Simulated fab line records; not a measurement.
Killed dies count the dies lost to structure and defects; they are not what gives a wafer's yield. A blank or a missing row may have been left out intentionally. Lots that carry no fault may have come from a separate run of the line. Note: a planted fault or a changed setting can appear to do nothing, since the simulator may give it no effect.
Which of the tools did it? + flow n5 finfet + 66 wafers from 22 lots sampled at 6 of the route's 1938 steps

WHAT THE GAUGES READ, wafer by wafer
The record holds no reading of a measuring or inspecting step that can be judged against a usual standard deviation.

WHICH TOOL RAN EACH LOT (tool, then ch and the chambers of the sampled wafers, then the start)
| lot  | N5_BEOL_M10_STRIP_36               | N5_BEOL_M10_TRENCH_ETCH_37                    | N5_BEOL_M10_STRIP_77                          | N5_BEOL_M10_PRE_CLEAN_45     | N5_BEOL_M11_ILD_DEP_00          | N5_BEOL_M11_HM_OPEN_17            |
|------|------------------------------------|-----------------------------------------------|-----------------------------------------------|------------------------------|---------------------------------|-----------------------------------|
| L074 | rie diel-05 ch 2,3, day 10 00:22   | rie diel-05 ch 2,3, day 10 02:18 or earlier   | rie diel-05 ch 2,3, day 10 02:18 or earlier   | pvd sputter-03, day 10 02:18 | pecvd-04 ch 0,1,2, day 10 05:20 | rie metal-02 ch 1, day 10 08:34   |
| L075 | rie diel-05 ch 1,2, day 10 08:00   | rie diel-05 ch 1,2, day 10 08:53 or earlier   | rie diel-05 ch 1,2, day 10 08:53 or earlier   | pvd sputter-01, day 10 08:53 | pecvd-02 ch 0,1, day 10 11:14   | rie metal-02 ch 0,1, day 10 13:25 |
| L076 | rie diel-03 ch 2,3, day 10 18:25   | rie diel-03 ch 2,3, day 10 19:36 or earlier   | rie diel-03 ch 2,3, day 10 19:36 or earlier   | pvd sputter-01, day 10 19:36 | pecvd-02 ch 0,1,2, day 10 22:08 | rie metal-01 ch 0,1, day 11 02:21 |
| L077 | rie diel-03 ch 1,2,3, day 10 18:53 | rie diel-03 ch 1,2,3, day 10 21:11 or earlier | rie diel-03 ch 1,2,3, day 10 21:11 or earlier | pvd sputter-03, day 10 21:11 | pecvd-04 ch 1,2, day 10 22:56   | rie metal-03 ch 0,1, day 11 02:34 |
| L078 | rie diel-03 ch 1,2,3, day 10 21:08 | rie diel-03 ch 1,2,3, day 10 22:16 or earlier | rie diel-03 ch 1,2,3, day 10 22:16 or earlier | pvd sputter-03, day 10 22:16 | pecvd-01 ch 0,1, day 11 01:40   | rie metal-03 ch 0,1, day 11 04:54 |
| L081 | rie diel-03 ch 0,1, day 11 15:49   | rie diel-03 ch 0,1, day 11 17:47 or earlier   | rie diel-03 ch 0,1, day 11 17:47 or earlier   | pvd sputter-02, day 11 17:47 | pecvd-01 ch 1,2, day 11 19:29   | rie metal-01 ch 0,1, day 11 21:42 |
| L080 | rie diel-04 ch 0,1,2, day 11 20:16 | rie diel-04 ch 0,1,2, day 11 21:50 or earlier | rie diel-04 ch 0,1,2, day 11 21:50 or earlier | pvd sputter-03, day 11 21:50 | pecvd-04 ch 0,1, day 12 00:10   | rie metal-01 ch 1, day 12 03:34   |
| L082 | rie diel-03 ch 0,1, day 12 01:43   | rie diel-03 ch 0,1, day 12 02:58 or earlier   | rie diel-03 ch 0,1, day 12 02:58 or earlier   | pvd sputter-02, day 12 02:58 | pecvd-04 ch 0,1,2, day 12 04:36 | rie metal-01 ch 1, day 12 07:09   |
| L083 | rie diel-05 ch 0,2, day 12 06:01   | rie diel-05 ch 0,2, day 12 07:01 or earlier   | rie diel-05 ch 0,2, day 12 07:01 or earlier   | pvd sputter-01, day 12 07:01 | pecvd-02 ch 0,1, day 12 08:59   | rie metal-03 ch 1, day 12 12:22   |
| L084 | rie diel-04 ch 1,2, day 12 14:16   | rie diel-04 ch 1,2, day 12 15:35 or earlier   | rie diel-04 ch 1,2, day 12 15:35 or earlier   | pvd sputter-02, day 12 15:35 | pecvd-02 ch 1,2, day 12 17:31   | rie metal-03 ch 0,1, day 12 21:01 |
| L086 | rie diel-04 ch 0,3, day 13 06:52   | rie diel-04 ch 0,3, day 13 08:06 or earlier   | rie diel-04 ch 0,3, day 13 08:06 or earlier   | pvd sputter-01, day 13 08:06 | pecvd-04 ch 0,1,2, day 13 09:57 | rie metal-03 ch 0,1, day 13 11:48 |
| L085 | rie diel-04 ch 0,1,3, day 13 09:55 | rie diel-04 ch 0,1,3, day 13 10:49 or earlier | rie diel-04 ch 0,1,3, day 13 10:49 or earlier | pvd sputter-01, day 13 10:49 | pecvd-01 ch 0,1, day 13 12:56   | rie metal-02 ch 0,1, day 13 16:01 |
| L089 | rie diel-04 ch 0,2,3, day 13 14:45 | rie diel-04 ch 0,2,3, day 13 15:34 or earlier | rie diel-04 ch 0,2,3, day 13 15:34 or earlier | pvd sputter-03, day 13 15:34 | pecvd-01 ch 0,1,2, day 13 17:32 | rie metal-03 ch 0,1, day 13 19:32 |
| L087 | rie diel-05 ch 0,1,2, day 13 16:51 | rie diel-05 ch 0,1,2, day 13 17:53 or earlier | rie diel-05 ch 0,1,2, day 13 17:53 or earlier | pvd sputter-01, day 13 17:53 | pecvd-04 ch 0,2, day 13 19:28   | rie metal-02 ch 0,1, day 13 21:58 |
| L090 | rie diel-04 ch 0,1,3, day 14 08:40 | rie diel-04 ch 0,1,3, day 14 09:48 or earlier | rie diel-04 ch 0,1,3, day 14 09:48 or earlier | pvd sputter-01, day 14 09:48 | pecvd-01 ch 1,2, day 14 11:47   | rie metal-02 ch 0,1, day 14 14:12 |
| L093 | rie diel-04 ch 2,3, day 14 11:47   | rie diel-04 ch 2,3, day 14 13:18 or earlier   | rie diel-04 ch 2,3, day 14 13:18 or earlier   | pvd sputter-03, day 14 13:18 | pecvd-02 ch 0,1, day 14 15:26   | rie metal-02 ch 0,1, day 14 18:51 |
| L091 | rie diel-05 ch 0,1,2, day 14 12:52 | rie diel-05 ch 0,1,2, day 14 13:58 or earlier | rie diel-05 ch 0,1,2, day 14 13:58 or earlier | pvd sputter-03, day 14 13:58 | pecvd-04 ch 0,1,2, day 14 15:59 | rie metal-01 ch 0,1, day 14 18:56 |
| L092 | rie diel-04 ch 2,3, day 14 19:02   | rie diel-04 ch 2,3, day 14 20:09 or earlier   | rie diel-04 ch 2,3, day 14 20:09 or earlier   | pvd sputter-03, day 14 20:09 | pecvd-04 ch 0,1,2, day 14 22:11 | rie metal-01 ch 0, day 14 23:56   |
| L094 | rie diel-04 ch 0,1,2, day 14 19:36 | rie diel-04 ch 0,1,2, day 14 21:08 or earlier | rie diel-04 ch 0,1,2, day 14 21:08 or earlier | pvd sputter-01, day 14 21:08 | pecvd-04 ch 1,2, day 14 23:04   | rie metal-01 ch 0,1, day 15 02:01 |
| L095 | rie diel-05 ch 0,1,3, day 15 19:46 | rie diel-05 ch 0,1,3, day 15 20:38 or earlier | rie diel-05 ch 0,1,3, day 15 20:38 or earlier | pvd sputter-01, day 15 20:38 | pecvd-01 ch 0,1,2, day 15 22:34 | rie metal-01 ch 0,1, day 16 00:31 |
| L097 | rie diel-05 ch 0,1,2, day 15 22:36 | rie diel-05 ch 0,1,2, day 15 23:23 or earlier | rie diel-05 ch 0,1,2, day 15 23:23 or earlier | pvd sputter-02, day 15 23:23 | pecvd-02 ch 0,1,2, day 16 01:17 | rie metal-01 ch 0,1, day 16 03:19 |
| L096 | rie diel-03 ch 1,2, day 15 22:43   | rie diel-03 ch 1,2, day 15 23:33 or earlier   | rie diel-03 ch 1,2, day 15 23:33 or earlier   | pvd sputter-02, day 15 23:33 | pecvd-01 ch 0,1,2, day 16 02:42 | rie metal-03 ch 0,1, day 16 09:15 |
- N5_BEOL_M10_STRIP_36: strips in N2/H2.
- N5_BEOL_M10_TRENCH_ETCH_37: etches SiCOH lowk in C4F6/O2, target depth 148.83 nm, time 48 s.
- N5_BEOL_M10_STRIP_77: strips in N2/H2, time 10 s.
- N5_BEOL_M10_PRE_CLEAN_45: time 30 s.
- N5_BEOL_M11_ILD_DEP_00: deposits SiCOH lowk from DEMS/porogen, target thk 308.51 nm, time 58 s.
- N5_BEOL_M11_HM_OPEN_17: chemistry Cl2/BCl3, target TiN, target depth 20 nm, overetch 6 nm.

AS READ BY THE TOOLS THEMSELVES (means over the sampled wafers that have a number; for cases with no such wafer, the mark the record gives instead)
N5_BEOL_M10_STRIP_36. Usual: drypump motor current A 6.0 A, standard deviation 0.4; oes product au 0.82 a.u., standard deviation 0.079; rf vpp V 59.3 V, standard deviation 1.9; showerhead plenum p Torr 2.54 Torr, standard deviation 0.077; throttle valve pct 23.69 %, standard deviation 0.27.
| lot  | tool        | drypump motor current A (A) | oes product au (a.u.) | rf vpp V (V) | showerhead plenum p Torr (Torr) | throttle valve pct (%) | flag |
|------|-------------|-----------------------------|-----------------------|--------------|---------------------------------|------------------------|------|
| L074 | rie diel-05 | 6.2                         | 0.72                  | 58.0         | 2.57                            | 23.94                  |      |
| L075 | rie diel-05 | 6.3                         | 0.87                  | 58.2         | 2.48                            | 23.53                  |      |
| L076 | rie diel-03 | 6.1                         | 0.76                  | 61.3         | 2.57                            | 23.77                  |      |
| L077 | rie diel-03 | 6.1                         | 0.78                  | 59.6         | 2.55                            | 23.86                  |      |
| L078 | rie diel-03 | 6.1                         | 0.78                  | 58.2         | 2.55                            | 23.87                  |      |
| L081 | rie diel-03 | 6.3                         | 0.85                  | 58.8         | 2.51                            | 23.91                  |      |
| L080 | rie diel-04 | 5.6                         | 0.84                  | 59.5         | 2.53                            | 23.45                  |      |
| L082 | rie diel-03 | 6.0                         | 0.82                  | 60.2         | 2.54                            | 24.00                  |      |
| L083 | rie diel-05 | 6.1                         | 0.80                  | 59.7         | 2.46                            | 23.60                  |      |
| L084 | rie diel-04 | 5.8                         | 0.74                  | 59.2         | 2.50                            | 23.57                  |      |
| L086 | rie diel-04 | 5.7                         | 0.88                  | 59.6         | 2.63                            | 23.55                  |      |
| L085 | rie diel-04 | 5.9                         | 0.81                  | 59.9         | 2.60                            | 23.66                  |      |
| L089 | rie diel-04 | 5.7                         | 0.88                  | 56.8         | 2.58                            | 23.45                  |      |
| L087 | rie diel-05 | 6.2                         | 0.80                  | 57.2         | 2.46                            | 23.62                  |      |
| L090 | rie diel-04 | 5.9                         | 0.81                  | 58.1         | 2.60                            | 23.65                  |      |
| L093 | rie diel-04 | 6.1                         | 0.87                  | 60.4         | 2.61                            | 23.56                  |      |
| L091 | rie diel-05 | 6.2                         | 0.79                  | 60.9         | 2.46                            | 23.63                  |      |
| L092 | rie diel-04 | 6.0                         | 0.85                  | 58.6         | 2.61                            | 23.55                  |      |
| L094 | rie diel-04 | 5.6                         | 0.80                  | 58.5         | 2.52                            | 23.49                  |      |
| L095 | rie diel-05 | 6.2                         | 0.84                  | 59.6         | 2.50                            | 23.75                  |      |
| L097 | rie diel-05 | 6.2                         | 0.79                  | 61.3         | 2.45                            | 23.64                  |      |
| L096 | rie diel-03 | 6.2                         | 0.84                  | 59.8         | 2.51                            | 23.96                  |      |

N5_BEOL_M10_TRENCH_ETCH_37. Usual: drypump motor current A 6.0 A, standard deviation 0.4; oes product au 0.82 a.u., standard deviation 0.079; rf fwd power W 341.4 W, standard deviation 1.8; rf vpp V 667 V, standard deviation 8.1; showerhead plenum p Torr 2.85 Torr, standard deviation 0.082; throttle valve pct 20.94 %, standard deviation 0.23.
| lot  | tool        | drypump motor current A (A) | oes product au (a.u.) | rf fwd power W (W) | rf vpp V (V) | showerhead plenum p Torr (Torr) | throttle valve pct (%) | flag |
|------|-------------|-----------------------------|-----------------------|--------------------|--------------|---------------------------------|------------------------|------|
| L074 | rie diel-05 | 6.2                         | 0.73                  | 342.1              | 669          | 2.87                            | 21.12                  |      |
| L075 | rie diel-05 | 6.2                         | 0.87                  | 341.9              | 666          | 2.79                            | 20.88                  |      |
| L076 | rie diel-03 | 6.0                         | 0.75                  | 341.2              | 675          | 2.88                            | 21.05                  |      |
| L077 | rie diel-03 | 6.1                         | 0.78                  | 342.3              | 672          | 2.85                            | 21.14                  |      |
| L078 | rie diel-03 | 6.1                         | 0.79                  | 341.7              | 673          | 2.85                            | 21.16                  |      |
| L081 | rie diel-03 | 6.2                         | 0.85                  | 340.6              | 665          | 2.81                            | 21.14                  |      |
| L080 | rie diel-04 | 5.6                         | 0.83                  | 342.8              | 663          | 2.84                            | 20.75                  |      |
| L082 | rie diel-03 | 6.0                         | 0.83                  | 344.5              | 662          | 2.83                            | 21.15                  |      |
| L083 | rie diel-05 | 6.2                         | 0.79                  | 339.1              | 665          | 2.76                            | 20.73                  |      |
| L084 | rie diel-04 | 5.8                         | 0.74                  | 343.3              | 659          | 2.80                            | 20.84                  |      |
| L086 | rie diel-04 | 5.7                         | 0.89                  | 341.5              | 671          | 2.94                            | 20.80                  |      |
| L085 | rie diel-04 | 5.9                         | 0.81                  | 342.8              | 667          | 2.91                            | 20.89                  |      |
| L089 | rie diel-04 | 5.7                         | 0.88                  | 341.4              | 665          | 2.90                            | 20.78                  |      |
| L087 | rie diel-05 | 6.2                         | 0.80                  | 340.0              | 664          | 2.77                            | 20.83                  |      |
| L090 | rie diel-04 | 5.9                         | 0.81                  | 341.5              | 667          | 2.90                            | 20.91                  |      |
| L093 | rie diel-04 | 6.0                         | 0.86                  | 342.3              | 662          | 2.93                            | 20.91                  |      |
| L091 | rie diel-05 | 6.2                         | 0.79                  | 341.1              | 665          | 2.76                            | 20.84                  |      |
| L092 | rie diel-04 | 6.0                         | 0.86                  | 341.7              | 660          | 2.93                            | 20.91                  |      |
| L094 | rie diel-04 | 5.6                         | 0.80                  | 342.6              | 663          | 2.82                            | 20.77                  |      |
| L095 | rie diel-05 | 6.2                         | 0.85                  | 338.9              | 673          | 2.81                            | 20.94                  |      |
| L097 | rie diel-05 | 6.2                         | 0.79                  | 340.1              | 664          | 2.76                            | 20.85                  |      |
| L096 | rie diel-03 | 6.2                         | 0.84                  | 341.6              | 671          | 2.81                            | 21.19                  |      |

N5_BEOL_M10_STRIP_77. Usual: drypump motor current A 6.0 A, standard deviation 0.4; oes product au 0.82 a.u., standard deviation 0.078; rf vpp V 59.1 V, standard deviation 0.82; showerhead plenum p Torr 2.54 Torr, standard deviation 0.077; throttle valve pct 23.69 %, standard deviation 0.27.
| lot  | tool        | drypump motor current A (A) | oes product au (a.u.) | rf vpp V (V) | showerhead plenum p Torr (Torr) | throttle valve pct (%) | flag |
|------|-------------|-----------------------------|-----------------------|--------------|---------------------------------|------------------------|------|
| L074 | rie diel-05 | 6.2                         | 0.73                  | 59.8         | 2.57                            | 23.94                  |      |
| L075 | rie diel-05 | 6.2                         | 0.87                  | 59.5         | 2.48                            | 23.56                  |      |
| L076 | rie diel-03 | 6.1                         | 0.75                  | 59.3         | 2.57                            | 23.78                  |      |
| L077 | rie diel-03 | 6.1                         | 0.78                  | 58.7         | 2.55                            | 23.85                  |      |
| L078 | rie diel-03 | 6.1                         | 0.78                  | 58.4         | 2.55                            | 23.86                  |      |
| L081 | rie diel-03 | 6.2                         | 0.85                  | 58.7         | 2.51                            | 23.91                  |      |
| L080 | rie diel-04 | 5.6                         | 0.83                  | 59.3         | 2.53                            | 23.44                  |      |
| L082 | rie diel-03 | 6.0                         | 0.83                  | 58.8         | 2.54                            | 23.99                  |      |
| L083 | rie diel-05 | 6.2                         | 0.79                  | 59.5         | 2.46                            | 23.62                  |      |
| L084 | rie diel-04 | 5.8                         | 0.74                  | 58.8         | 2.50                            | 23.55                  |      |
| L086 | rie diel-04 | 5.7                         | 0.90                  | 60.4         | 2.63                            | 23.56                  |      |
| L085 | rie diel-04 | 5.9                         | 0.81                  | 59.2         | 2.60                            | 23.65                  |      |
| L089 | rie diel-04 | 5.7                         | 0.88                  | 59.8         | 2.58                            | 23.46                  |      |
| L087 | rie diel-05 | 6.2                         | 0.80                  | 58.6         | 2.46                            | 23.61                  |      |
| L090 | rie diel-04 | 5.9                         | 0.81                  | 59.0         | 2.60                            | 23.65                  |      |
| L093 | rie diel-04 | 6.0                         | 0.86                  | 58.8         | 2.61                            | 23.54                  |      |
| L091 | rie diel-05 | 6.2                         | 0.79                  | 59.5         | 2.46                            | 23.63                  |      |
| L092 | rie diel-04 | 6.0                         | 0.86                  | 59.2         | 2.61                            | 23.54                  |      |
| L094 | rie diel-04 | 5.6                         | 0.79                  | 58.2         | 2.52                            | 23.50                  |      |
| L095 | rie diel-05 | 6.1                         | 0.85                  | 58.9         | 2.50                            | 23.77                  |      |
| L097 | rie diel-05 | 6.2                         | 0.79                  | 59.2         | 2.45                            | 23.63                  |      |
| L096 | rie diel-03 | 6.2                         | 0.84                  | 59.1         | 2.51                            | 23.95                  |      |

N5_BEOL_M10_PRE_CLEAN_45. Usual: heater power w reads 339 W (standard deviation 35).
| lot  | tool           | heater power w (W) | flag |
|------|----------------|--------------------|------|
| L074 | pvd sputter-03 | 359                |      |
| L075 | pvd sputter-01 | 328                |      |
| L076 | pvd sputter-01 | 337                |      |
| L077 | pvd sputter-03 | 362                |      |
| L078 | pvd sputter-03 | 345                |      |
| L081 | pvd sputter-02 | 336                |      |
| L080 | pvd sputter-03 | 341                |      |
| L082 | pvd sputter-02 | 335                |      |
| L083 | pvd sputter-01 | 317                |      |
| L084 | pvd sputter-02 | 343                |      |
| L086 | pvd sputter-01 | 313                |      |
| L085 | pvd sputter-01 | 325                |      |
| L089 | pvd sputter-03 | 345                |      |
| L087 | pvd sputter-01 | 335                |      |
| L090 | pvd sputter-01 | 323                |      |
| L093 | pvd sputter-03 | 376                |      |
| L091 | pvd sputter-03 | 359                |      |
| L092 | pvd sputter-03 | 378                |      |
| L094 | pvd sputter-01 | 322                |      |
| L095 | pvd sputter-01 | 325                |      |
| L097 | pvd sputter-02 | 337                |      |
| L096 | pvd sputter-02 | 337                |      |

N5_BEOL_M11_ILD_DEP_00. Usual: heater power w 307 W, standard deviation 45; rf fwd power W 497.1 W, standard deviation 1.6; showerhead plenum p Torr 5.735 Torr, standard deviation 0.017; showerhead vpp V 1382 V, standard deviation 48; throttle valve pct 14.0 %, standard deviation 0.7.
| lot  | tool     | heater power w (W) | rf fwd power W (W) | showerhead plenum p Torr (Torr) | showerhead vpp V (V) | throttle valve pct (%) | flag |
|------|----------|--------------------|--------------------|---------------------------------|----------------------|------------------------|------|
| L074 | pecvd-04 | 305                | 498.1              | 5.725                           | 1369                 | 13.7                   |      |
| L075 | pecvd-02 | 263                | 498.3              | 5.735                           | 1443                 | 14.1                   |      |
| L076 | pecvd-02 | 275                | 496.1              | 5.727                           | 1413                 | 13.9                   |      |
| L077 | pecvd-04 | 293                | 499.3              | 5.725                           | 1353                 | 13.5                   |      |
| L078 | pecvd-01 | 331                | 497.0              | 5.738                           | 1375                 | 14.5                   |      |
| L081 | pecvd-01 | 377                | 496.6              | 5.744                           | 1403                 | 14.4                   |      |
| L080 | pecvd-04 | 306                | 497.8              | 5.746                           | 1358                 | 14.2                   |      |
| L082 | pecvd-04 | 325                | 498.0              | 5.744                           | 1375                 | 13.8                   |      |
| L083 | pecvd-02 | 310                | 497.0              | 5.742                           | 1451                 | 14.5                   |      |
| L084 | pecvd-02 | 248                | 497.9              | 5.724                           | 1381                 | 13.3                   |      |
| L086 | pecvd-04 | 295                | 498.6              | 5.744                           | 1363                 | 13.7                   |      |
| L085 | pecvd-01 | 367                | 494.9              | 5.742                           | 1393                 | 14.5                   |      |
| L089 | pecvd-01 | 332                | 497.2              | 5.743                           | 1376                 | 14.5                   |      |
| L087 | pecvd-04 | 301                | 498.6              | 5.725                           | 1381                 | 13.3                   |      |
| L090 | pecvd-01 | 359                | 495.9              | 5.723                           | 1382                 | 14.4                   |      |
| L093 | pecvd-02 | 272                | 496.9              | 5.731                           | 1459                 | 14.0                   |      |
| L091 | pecvd-04 | 318                | 497.2              | 5.735                           | 1365                 | 13.8                   |      |
| L092 | pecvd-04 | 306                | 496.7              | 5.734                           | 1348                 | 13.8                   |      |
| L094 | pecvd-04 | 311                | 496.6              | 5.728                           | 1349                 | 13.4                   |      |
| L095 | pecvd-01 | 369                | 495.6              | 5.739                           | 1365                 | 14.6                   |      |
| L097 | pecvd-02 | 263                | 496.6              | 5.732                           | 1411                 | 14.0                   |      |
| L096 | pecvd-01 | 362                | 496.8              | 5.744                           | 1375                 | 14.5                   |      |

N5_BEOL_M11_HM_OPEN_17. Usual: drypump motor current A 5.7 A, standard deviation 0.42; oes product au 0.66 a.u., standard deviation 0.062; rf fwd power W 993.0 W, standard deviation 2.8; throttle valve pct 22.29 %, standard deviation 0.21.
| lot  | tool         | drypump motor current A (A) | oes product au (a.u.) | rf fwd power W (W) | throttle valve pct (%) | flag |
|------|--------------|-----------------------------|-----------------------|--------------------|------------------------|------|
| L074 | rie metal-02 | 6.3                         | 0.70                  | 991.9              | 21.97                  |      |
| L075 | rie metal-02 | 5.9                         | 0.70                  | 991.5              | 21.95                  |      |
| L076 | rie metal-01 | 5.4                         | 0.70                  | 995.2              | 22.44                  |      |
| L077 | rie metal-03 | 5.7                         | 0.65                  | 989.7              | 22.38                  |      |
| L078 | rie metal-03 | 5.8                         | 0.68                  | 991.6              | 22.44                  |      |
| L081 | rie metal-01 | 5.3                         | 0.71                  | 993.8              | 22.43                  |      |
| L080 | rie metal-01 | 5.8                         | 0.57                  | 992.9              | 22.40                  |      |
| L082 | rie metal-01 | 5.7                         | 0.58                  | 995.6              | 22.40                  |      |
| L083 | rie metal-03 | 6.0                         | 0.68                  | 991.4              | 22.50                  |      |
| L084 | rie metal-03 | 5.7                         | 0.65                  | 992.0              | 22.37                  |      |
| L086 | rie metal-03 | 5.8                         | 0.66                  | 989.7              | 22.44                  |      |
| L085 | rie metal-02 | 5.9                         | 0.69                  | 990.5              | 21.97                  |      |
| L089 | rie metal-03 | 5.8                         | 0.66                  | 991.5              | 22.46                  |      |
| L087 | rie metal-02 | 5.9                         | 0.68                  | 993.6              | 21.98                  |      |
| L090 | rie metal-02 | 5.5                         | 0.69                  | 994.7              | 21.99                  |      |
| L093 | rie metal-02 | 5.6                         | 0.69                  | 994.7              | 21.98                  |      |
| L091 | rie metal-01 | 5.6                         | 0.63                  | 991.7              | 22.44                  |      |
| L092 | rie metal-01 | 5.2                         | 0.74                  | 992.9              | 22.46                  |      |
| L094 | rie metal-01 | 5.5                         | 0.62                  | 993.0              | 22.43                  |      |
| L095 | rie metal-01 | 5.3                         | 0.67                  | 998.2              | 22.45                  |      |
| L097 | rie metal-01 | 5.5                         | 0.61                  | 995.4              | 22.44                  |      |
| L096 | rie metal-03 | 5.8                         | 0.65                  | 995.9              | 22.46                  |      |

THE ANSWER, worked out from the rows above alone
Rule: a lot counts as off when the mean over its wafers that have a number is more than 3 standard deviations away from the usual mean. A lot without any number at a reading at which 4 lots or more have one is off too. All remaining lots with rows at the step are treated as sound. After the gauges, taken in route order, come the tools' own readings; for these a lot's mean is taken, as printed above. At the first step where some lot is off, the reading lying furthest off is the one used; lots without a number count as furthest.
Across all readings shown, no lot is off: no conclusion can be drawn from this.

WHAT THE SIMULATOR HAD PUT IN
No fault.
